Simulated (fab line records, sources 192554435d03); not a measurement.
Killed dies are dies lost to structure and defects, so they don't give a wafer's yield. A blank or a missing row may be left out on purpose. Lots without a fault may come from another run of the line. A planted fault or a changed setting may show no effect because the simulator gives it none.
Split-lot experiment | flow n5_finfet | 7 lots, 21 wafers read, on a route of 1938 steps

THE SPLIT
At N5_WELL_APT_PEB_06 (peb time 90 s), the setting peb_time_s was moved away from the recipe's 90 s on 4 of the 21 wafers read, by -17.4% to +10.3%. The other wafers ran this setting at the recipe's value.

The file shows no step between the split and the reading.

THE READING
WELL_APT.cd_nm (the simulator's own value, which no gauge read), in nm, at N5_WELL_APT_DESCUM_13 (chemistry O2, time 7.9 s). The file gives no usual value for it. The 17 wafers here that ran the recipe average 200.5 nm, standard deviation 1.8 nm.

wafer  | tool, chamber at the split | peb_time_s as run, s | against the recipe | WELL_APT.cd_nm, nm | against lot-mates on the recipe
L075.1 | litho_track-02, 0          | 90                   | recipe             | 198.7              | -
L075.3 | litho_track-02, 0          | 90                   | recipe             | 198.7              | -
L075.2 | litho_track-02, 0          | 90                   | recipe             | 198.4              | -
L081.1 | litho_track-02, 0          | 99.31                | +10.3%             | 205.4              | +4.1
L081.2 | litho_track-02, 0          | 90                   | recipe             | 201.3              | -
L081.5 | litho_track-02, 0          | 99.31                | +10.3%             | 203.4              | +2.1
L082.1 | litho_track-02, 0          | 78.05                | -13.3%             | 194.7              | -6.0
L082.2 | litho_track-02, 0          | 90                   | recipe             | 198.8              | -
L082.5 | litho_track-02, 0          | 90                   | recipe             | 202.6              | -
L084.3 | litho_track-05, 0          | 90                   | recipe             | 201.2              | -
L084.5 | litho_track-05, 0          | 74.33                | -17.4%             | 191.8              | -10.4
L084.6 | litho_track-05, 0          | 90                   | recipe             | 203.3              | -
L094.3 | litho_track-01, 0          | 90                   | recipe             | 201.3              | -
L094.4 | litho_track-01, 0          | 90                   | recipe             | 203.2              | -
L094.5 | litho_track-01, 0          | 90                   | recipe             | 200                | -
L096.2 | litho_track-02, 0          | 90                   | recipe             | 199.1              | -
L096.3 | litho_track-02, 0          | 90                   | recipe             | 199.8              | -
L096.4 | litho_track-02, 0          | 90                   | recipe             | 198.7              | -
L097.3 | litho_track-05, 0          | 90                   | recipe             | 200.1              | -
L097.5 | litho_track-05, 0          | 90                   | recipe             | 198.8              | -
L097.6 | litho_track-05, 0          | 90                   | recipe             | 204.1              | -

THE FIT
A straight line over all 21 wafers: WELL_APT.cd_nm changes by +0.444 nm for each +1% of peb_time_s; r = +0.83; the points scatter about the line by 1.8 nm.
The same after taking each lot's own level away (the mean of its wafers on the recipe; 21 wafers): +0.466 nm for each +1%; r = +0.88; scatter 1.5 nm.
On that fit, the largest move of peb_time_s shifts the reading by 8.1 nm.
The lots' own levels span 198.60 to 202.25 nm, that is 2.0 times the standard deviation above.
So the lot-to-lot level changes the slope little: the two slopes agree.
Check: with one of the wafers moved furthest among these (-17.4%) left out of the fit, the line predicts -6.58 nm for it against its lot-mates. It came out at -10.4 nm against them.

THE FILE'S OWN FIT
WELL_APT.cd_nm changes by +0.501 nm for each +1% of peb_time_s, r = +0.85.
